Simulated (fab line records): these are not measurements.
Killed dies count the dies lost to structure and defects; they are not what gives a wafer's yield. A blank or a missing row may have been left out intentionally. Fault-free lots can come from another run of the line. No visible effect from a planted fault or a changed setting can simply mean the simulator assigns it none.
fab line records ; flow nand_harc
[record] lots = 5; wafers = 15; last_day = 22
route steps=1159 shown A_SLIT@802 A_SIN_REMOVE@804 A_WL_FILL@809
lots that met no fault: from a run of the same line without faults
start_h: the number of hours between the record's first day and the start of the first shown wafer of the lot ; wait_h: time in hours since the lot's previous step ; " the same as in the row above ; L1.1+2: a single row standing in for several wafers ; - value missing, or start not given ; * or withheld: withheld ; < > ~ a bound
route shown NAME@n: NAME is a module with steps in the file, n the number in the route of the first one ; usual: the fault-free wafers' mean and standard deviation ; same: alike in all rows ; chamber/n: place in a boat ; sites: per-site readings ; _std_site: standard deviation across them ; _edge_site: the outer-site mean with the inner-site mean subtracted ; radius_mm: for every site, how far away it sits from the centre of the wafer ; mask NAME#n: copy n ; behind: tool/chamber where the wafer was last shaped ; hold: why the lot went on hold/how many hours it stayed there/how the hold came to an end ; device: which transistor (n, p or np) failed to switch ; end of line: at the end of the route, the tests of the same wafers ; a step given without rows: its recipe and nothing more ; killed: dies lost to structure and defects at the first sort, not the wafer's yield ; map: a wafer's dies, x killed, . not, _ none there
set.NAME: the setting the step ran with; set.NAME@STEP: the setting that earlier step ran with ; model.NAME: the simulator's own value behind a step, which no gauge read
certain route steps with their lots: each step a table, each wafer a row
services: when a tool's chamber went out of use (start_h, in hours from the record's first day, below 0 if earlier), for how many hours, and the reason
[[steps]]
[step NHARC_A_SLIT_SRD_20]
[step NHARC_A_SLIT_CD_MEAS_21]
[usual] cd_nm = 289.7/0.89
lot.wafer;tool;chamber;start_h;wait_h;cd_nm
L539.4;cd_sem-01;-;341.00;-;288.6
L539.5;cd_sem-01;-;341.00;-;288.4
L539.6;cd_sem-01;-;341.00;-;288.1
L545.2;cd_sem-01;-;377.37;-;288.9
L545.4;cd_sem-01;-;377.37;-;290.0
L545.5;cd_sem-01;-;377.37;-;290.4
L549.1;cd_sem-01;-;393.36;-;289.0
L549.3;cd_sem-01;-;393.36;-;289.4
L549.6;cd_sem-01;-;393.36;-;289.9
L548.1;cd_sem-01;-;399.30;-;292.0
L548.2;cd_sem-01;-;399.30;-;290.9
L548.6;cd_sem-01;-;399.30;-;291.3
L551.2;cd_sem-02;-;414.60;-;290.2
L551.3;cd_sem-02;-;414.60;-;290.1
L551.4;cd_sem-02;-;414.60;-;289.9
[step NHARC_A_SIN_REMOVE_WET_00]
[recipe] temp_c = 160; time_s = 15300; chemistry = H3PO4
[step NHARC_A_SIN_REMOVE_PRECLEAN_01]
[recipe] time_s = *; temp_c = 50; bath_age_min = 0; chemistry = SC1
[step NHARC_A_SIN_REMOVE_SRD_02]
[step NHARC_A_SIN_REMOVE_INSPECT_04]
[usual] raw_defect_count = 290/67
lot.wafer;tool;chamber;start_h;wait_h;raw_defect_count
L539.4;defect_inspect-02;-;348.49;0.0;164
L539.5;defect_inspect-02;-;348.49;0.0;230
L539.6;defect_inspect-02;-;348.49;0.0;274
L545.2;defect_inspect-01;-;384.85;0.0;220
L545.4;defect_inspect-01;-;384.85;0.0;378
L545.5;defect_inspect-01;-;384.85;0.0;284
L549.1;defect_inspect-01;-;401.03;0.0;272
L549.3;defect_inspect-01;-;401.03;0.0;261
L549.6;defect_inspect-01;-;401.03;0.0;228
L548.1;defect_inspect-02;-;407.05;0.0;319
L548.2;defect_inspect-02;-;407.05;0.0;262
L548.6;defect_inspect-02;-;407.05;0.0;315
L551.2;defect_inspect-01;-;422.32;0.0;330
L551.3;defect_inspect-01;-;422.32;0.0;253
L551.4;defect_inspect-01;-;422.32;0.0;326
[step NHARC_A_WL_FILL_ALD_00]
[recipe] target_thk_a = 30; pulse_time_s = 3; ald_cycles = 30; temp_c = 300; material = Al2O3
[usual] heater_power_w = 446/43; precursor_pulse_height_rel = 0.998/0.019
lot.wafer;tool;chamber;start_h;wait_h;heater_power_w;precursor_pulse_height_rel
L539.4;ald_hk-04;0;348.61;0.1;443;1.008
L539.5;ald_hk-04;2;348.61;0.1;436;0.999
L539.6;ald_hk-04;3;348.61;0.1;494;1.004
L545.4;ald_hk-03;3;385.02;0.2;509;1.011
L545.2;ald_hk-03;0;385.02;0.2;496;0.988
L545.5;ald_hk-03;1;385.02;0.2;385;1.007
L549.1;ald_hk-02;1;401.09;0.1;491;1.001
L549.3;ald_hk-02;2;401.09;0.1;453;0.984
L549.6;ald_hk-02;1;401.09;0.1;497;1.004
L548.1;ald_hk-04;0;408.91;1.9;408;1.023
L548.2;ald_hk-04;3;408.91;1.9;497;0.964
L548.6;ald_hk-04;0;408.91;1.9;419;1.008
L551.3;ald_hk-03;3;422.38;0.1;496;1.002
L551.2;ald_hk-03;0;422.38;0.1;489;1.024
L551.4;ald_hk-03;1;422.38;0.1;385;1.009
[step NHARC_A_WL_FILL_RTA_01]
[recipe] temp_c = 1000; time_s = 5
[usual] lamp_power_pct = 29.7/2; wafer_temp_C_max = 1003.6/1.2
[same] time_s = 5
lot.wafer;tool;chamber;start_h;wait_h;lamp_power_pct;wafer_temp_C_max
L539.4;rtp_anneal-02;0;348.91;-;28.2;1003.0
L539.5;rtp_anneal-02;0;348.91;-;28.3;1002.7
L539.6;rtp_anneal-02;0;348.91;-;28.2;1002.8
L545.2;rtp_anneal-01;0;385.40;0.3;32.6;1004.1
L545.4;rtp_anneal-01;0;385.40;0.3;32.5;1003.5
L545.5;rtp_anneal-01;0;385.40;0.3;32.6;1005.7
L549.1;rtp_anneal-01;0;401.51;0.4;32.5;1005.4
L549.3;rtp_anneal-01;0;401.51;0.4;32.5;1007.6
L549.6;rtp_anneal-01;0;401.51;0.4;32.5;1007.4
L548.1;rtp_anneal-02;0;409.18;-;28.2;1003.0
L548.2;rtp_anneal-02;0;409.18;-;28.2;1002.8
L548.6;rtp_anneal-02;0;409.18;-;28.2;1002.2
L551.2;rtp_anneal-02;0;422.67;-;28.2;1003.3
L551.3;rtp_anneal-02;0;422.67;-;28.2;1003.5
L551.4;rtp_anneal-02;0;422.67;-;28.2;1002.7
[step NHARC_A_WL_FILL_ALD_02]
[recipe] target_thk_a = 20; pulse_time_s = 3; ald_cycles = 100; temp_c = 450; material = TiN
[usual] heater_power_w = 1082/150; precursor_pulse_height_rel = 1.000/0.019
lot.wafer;tool;chamber;start_h;wait_h;heater_power_w;precursor_pulse_height_rel
L539.4;ald_metal-03;0;349.15;0.2;898;1.020
L539.6;ald_metal-03;1;349.15;0.2;854;0.951
L539.5;ald_metal-03;2;349.15;0.2;944;0.994
L545.4;ald_metal-04;2;385.61;0.1;1070;0.992
L545.2;ald_metal-04;0;385.61;0.1;1195;1.009
L545.5;ald_metal-04;2;385.61;0.1;1108;1.026
L549.1;ald_metal-04;2;401.75;0.2;1109;0.998
L549.3;ald_metal-04;1;401.75;0.2;1029;0.974
L549.6;ald_metal-04;3;401.75;0.2;1030;1.009
L548.1;ald_metal-03;3;409.39;0.2;1201;1.005
L548.2;ald_metal-03;2;409.39;0.2;954;0.977
L548.6;ald_metal-03;0;409.39;0.2;904;1.016
L551.3;ald_metal-04;2;422.89;0.2;1139;0.992
L551.4;ald_metal-04;3;422.89;0.2;1038;0.993
L551.2;ald_metal-04;0;422.89;0.2;1136;0.978
[step NHARC_A_WL_FILL_CVD_03]
[recipe] target_thk_a = 400; temp_c = 300; pressure_torr = 40; wf6_flow_sccm = 40; h2_flow_sccm = 1600; ar_flow_sccm = 1560; time_s = 3302; material = W
[usual] chamber_pressure_Torr = 40.00/0.082; heater_power_w = 507/54; mfc_ar_sccm = 1560/4.5; throttle_valve_pct = 8.2/0.35
[same] time_s = 3302
lot.wafer;tool;chamber;start_h;wait_h;chamber_pressure_Torr;heater_power_w;mfc_ar_sccm;throttle_valve_pct
L539.4;cvd_w-02;1;361.77;12.3;39.89;484;1569;8.3
L539.5;cvd_w-02;1;361.77;12.3;40.02;474;1559;8.5
L539.6;cvd_w-02;0;361.77;12.3;39.95;623;1565;7.7
L545.2;cvd_w-01;0;396.96;11.0;39.91;444;1558;8.3
L545.4;cvd_w-01;1;398.37;12.4;40.01;512;1561;7.9
L545.5;cvd_w-01;0;398.37;12.4;40.01;432;1562;8.5
L549.1;cvd_w-02;0;402.55;0.4;40.02;560;1566;7.7
L549.3;cvd_w-02;1;403.96;1.8;40.12;501;1557;8.8
L549.6;cvd_w-02;1;403.96;1.8;40.04;487;1561;8.9
L548.1;cvd_w-01;0;411.06;1.3;39.94;438;1555;8.7
L548.2;cvd_w-01;1;411.06;1.3;39.97;528;1568;8.1
L548.6;cvd_w-01;1;413.41;3.6;39.91;519;1566;8.3
L551.2;cvd_w-01;0;423.29;0.1;39.95;436;1558;8.5
L551.3;cvd_w-01;0;423.29;0.1;39.92;438;1567;8.6
L551.4;cvd_w-01;1;423.29;0.1;40.08;519;1554;8.2
[step NHARC_A_WL_FILL_ETCHBACK_04]
[recipe] target_depth_a = 600; time_s = 120; chemistry = NF3
[usual] drypump_motor_current_A = 5.9/0.36; oes_product_au = 1.003/0.01; run_length_s = 141.50/0.29
lot.wafer;tool;chamber;start_h;wait_h;drypump_motor_current_A;oes_product_au;rf_hours_counter_h;run_length_s
L539.4;rie_metal-03;1;364.24;2.0;5.9;1.005;-;141.49
L539.5;rie_metal-03;0;364.24;2.0;6.5;0.995;-;141.39
L539.6;rie_metal-03;1;364.24;2.0;6.0;0.990;-;141.32
L545.2;rie_metal-01;0;400.33;2.9;6.1;1.007;1.8;141.55
L545.4;rie_metal-01;0;400.33;2.9;6.1;0.997;-;141.66
L545.5;rie_metal-01;1;400.33;2.9;5.5;1.014;-;142.17
L549.1;rie_metal-01;1;405.85;2.8;5.6;1.024;1.5;104.38
L549.3;rie_metal-01;0;405.85;2.8;6.0;1.006;-;141.36
L549.6;rie_metal-01;1;405.85;2.8;5.5;1.026;-;104.21
L548.2;rie_metal-03;1;414.38;2.4;5.9;1.000;4.0;141.57
L548.1;rie_metal-03;0;414.38;2.4;6.5;0.991;3.6;141.02
L548.6;rie_metal-03;0;414.38;2.4;6.5;0.990;-;141.12
L551.2;rie_metal-03;0;426.62;2.9;6.4;0.993;3.9;141.05
L551.3;rie_metal-03;0;426.62;2.9;6.5;0.993;-;141.22
L551.4;rie_metal-03;1;426.62;2.9;6.0;1.005;-;141.46
[step NHARC_A_WL_FILL_ETCHBACK_05]
[recipe] target_depth_a = 220; time_s = 60; temp_c = 40; chemistry = Cl2/BCl3
[usual] drypump_motor_current_A = 5.9/0.36; oes_product_au = 1.001/0.011; run_length_s = 81.46/0.3
[same] time_s = 60
lot.wafer;tool;chamber;start_h;wait_h;drypump_motor_current_A;oes_product_au;rf_hours_counter_h;run_length_s
L539.4;rie_metal-03;1;364.42;0.1;5.9;0.999;-;81.12
L539.5;rie_metal-03;0;364.42;0.1;6.5;0.988;-;81.42
L539.6;rie_metal-03;1;364.42;0.1;6.0;1.004;-;81.42
L545.2;rie_metal-01;1;400.55;0.2;5.5;1.017;1.4;82.08
L545.4;rie_metal-01;1;400.55;0.2;5.5;1.017;-;82.03
L545.5;rie_metal-01;1;400.55;0.2;5.6;1.027;-;81.49
L549.1;rie_metal-01;0;406.10;0.2;6.0;0.997;2.1;81.39
L549.3;rie_metal-01;0;406.10;0.2;6.0;0.996;-;81.38
L549.6;rie_metal-01;1;406.10;0.2;5.5;1.008;-;81.57
L548.2;rie_metal-03;1;414.62;0.2;5.9;1.001;4.2;81.27
L548.1;rie_metal-03;0;414.62;0.2;6.5;0.996;3.7;81.05
L548.6;rie_metal-03;0;414.62;0.2;6.5;0.989;-;81.07
L551.2;rie_metal-03;1;426.87;0.2;5.9;0.997;4.4;81.24
L551.4;rie_metal-03;0;426.87;0.2;6.5;0.976;-;81.29
L551.3;rie_metal-03;1;426.87;0.2;5.9;0.993;-;81.52
[[services]]
tool;chamber;start_h;hours;kind
rie_metal-03;-;324.98;0.5;repair
ald_metal-03;0;332.00;-;clean
rie_metal-01;-;332.00;9.0;pm
rie_metal-01;0;332.00;9.0;vent_cycle
rie_metal-01;1;332.00;9.0;vent_cycle
cvd_w-01;1;333.20;9.4;repair
cvd_w-02;1;340.53;10.6;repair
rie_metal-01;0;341.00;-;clean
rie_metal-01;1;341.00;-;clean
rie_metal-01;-;354.16;2.7;repair
rie_metal-01;1;363.37;11.8;repair
ald_hk-04;-;365.67;10.0;pm
cvd_w-02;-;376.29;13.0;pm
ald_metal-03;-;379.62;1.8;repair
ald_metal-03;2;400.58;3.5;repair
ald_metal-04;-;406.00;10.0;pm
ald_metal-04;0;406.00;10.0;vent_cycle
ald_metal-04;1;406.00;10.0;vent_cycle
ald_metal-04;2;406.00;10.0;vent_cycle
ald_metal-04;3;406.00;10.0;vent_cycle
ald_metal-04;0;416.00;-;clean
ald_metal-04;1;416.00;-;clean
ald_metal-04;2;416.00;-;clean
ald_metal-04;3;416.00;-;clean
[[key]]
[first_sign] step = NHARC_A_WL_FILL_ETCHBACK_04; reading = run_length_s; direction = down; sigmas = 99+; usual = *; struck = *
effect none on later readings
met_at NHARC_A_WL_FILL_ETCHBACK_04
struck_wafers L549.1,L549.6
sort_left_out L549.1,L549.6
tester_left_out L549
onset_between 400.33 405.85
[fault] kind = process_parameter_drift; tool = rie_metal-01; chamber = 1; onset_h = 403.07; steps = NHARC_A_WL_FILL_ETCHBACK_04; channel = time_s; offset = *; shape = step; acts_in = *; stated = *
// tester_left_out: of these lots the tester's yield and bins aren't shown, on N5 and GAA mostly nor the transistor test; their killed dies are dies lost to structure and defects alone, not to doping, threshold or leakage, so they don't give the yield
// sort_left_out: the simulated sort isn't trusted on such a fault, so these wafers' sort isn't shown, and their yield isn't known
